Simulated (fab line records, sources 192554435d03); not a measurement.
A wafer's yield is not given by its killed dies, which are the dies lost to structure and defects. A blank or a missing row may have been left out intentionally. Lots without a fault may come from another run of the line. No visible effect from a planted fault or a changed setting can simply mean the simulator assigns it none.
Matching of chambers    flow n5 finfet    N5_BEOL_M5_DESCUM_33 on rie diel-02 has 4 sister chambers
The step chemistry O2, time 7 s. 22 wafers are shown with their chamber, then 11 later ones without.

## EACH WAFER AND ITS CHAMBER
wafer   chamber  showerhead plenum p Torr (Torr)  drypump motor current A (A)  throttle valve pct (%)
L074.2  3        1.99                             6.2                          20.7
L074.3  0        2.18                             5.8                          20.5
L074.5  3        1.99                             6.2                          20.7
L076.1  2        2.11                             5.1                          20.4
L076.2  0        2.18                             5.8                          20.5
L076.5  2        2.11                             5.1                          20.4
L077.3  2        2.11                             5.1                          20.4
L077.4  0        2.18                             5.8                          20.5
L077.6  1        2.24                             5.7                          20.0
L078.1  3        1.99                             6.2                          20.7
L078.3  2        2.11                             5.1                          20.5
L078.5  1        2.23                             5.7                          20.0
L080.2  1        2.23                             5.8                          20.0
L080.3  0        2.18                             5.8                          20.5
L080.4  2        2.11                             5.1                          20.5
L082.1  1        2.23                             5.8                          20.0
L082.4  3        1.99                             6.2                          20.7
L082.6  1        2.23                             5.8                          20.0
L084.4  2        2.11                             5.1                          20.5
L084.5  3        1.99                             6.2                          20.7
L084.6  0        2.18                             5.8                          20.6
L086.2  1        2.23                             5.7                          20.0

SIGNATURES (averages over the wafers above)
reading                   chamber 0  chamber 1  chamber 2  chamber 3  scatter within a chamber
showerhead plenum p Torr  2.1800     2.2317     2.1100     1.9900     0.00215
drypump motor current A   5.800      5.750      5.100      6.200      0.0289
throttle valve pct        20.520     20.000     20.450     20.700     0.0357
Rule: a wafer's distance from a chamber is the root of the sum, over the readings, of the square of ((its reading less the chamber's mean) divided by the reading's scatter). The wafer belongs to the nearest chamber; if the next one is less than 2 further off, it can't be placed. The scatter: take each reading less its chamber's mean, square it, sum over the shown wafers, divide by the number of wafers less the number of chambers, and take the root.

## WAFERS WHOSE CHAMBER IS MISSING
wafer   showerhead plenum p Torr (Torr)  drypump motor current A (A)  throttle valve pct (%)
L086.3  2.10                             5.0                          20.5
L086.6  2.23                             5.7                          20.0
L089.2  2.10                             5.1                          20.5
L089.4  2.17                             5.8                          20.6
L089.5  2.10                             5.1                          20.5
L093.1  1.98                             6.2                          20.7
L093.2  2.17                             5.8                          20.6
L093.3  2.22                             5.8                          20.0
L095.2  2.17                             5.8                          20.6
L095.3  2.22                             5.7                          20.0
L095.4  2.22                             5.8                          20.0

## THE CHAMBER EACH PASSED THROUGH
wafer   from the rows above  in truth
L086.3  2                    2
L086.6  1                    1
L089.2  2                    2
L089.4  0                    0
L089.5  2                    2
L093.1  3                    3
L093.2  0                    0
L093.3  1                    1
L095.2  0                    0
L095.3  1                    1
L095.4  1                    1
Correctly placed: 11 of 11. Not placeable from these rows: 0. Number placed wrongly: 0.
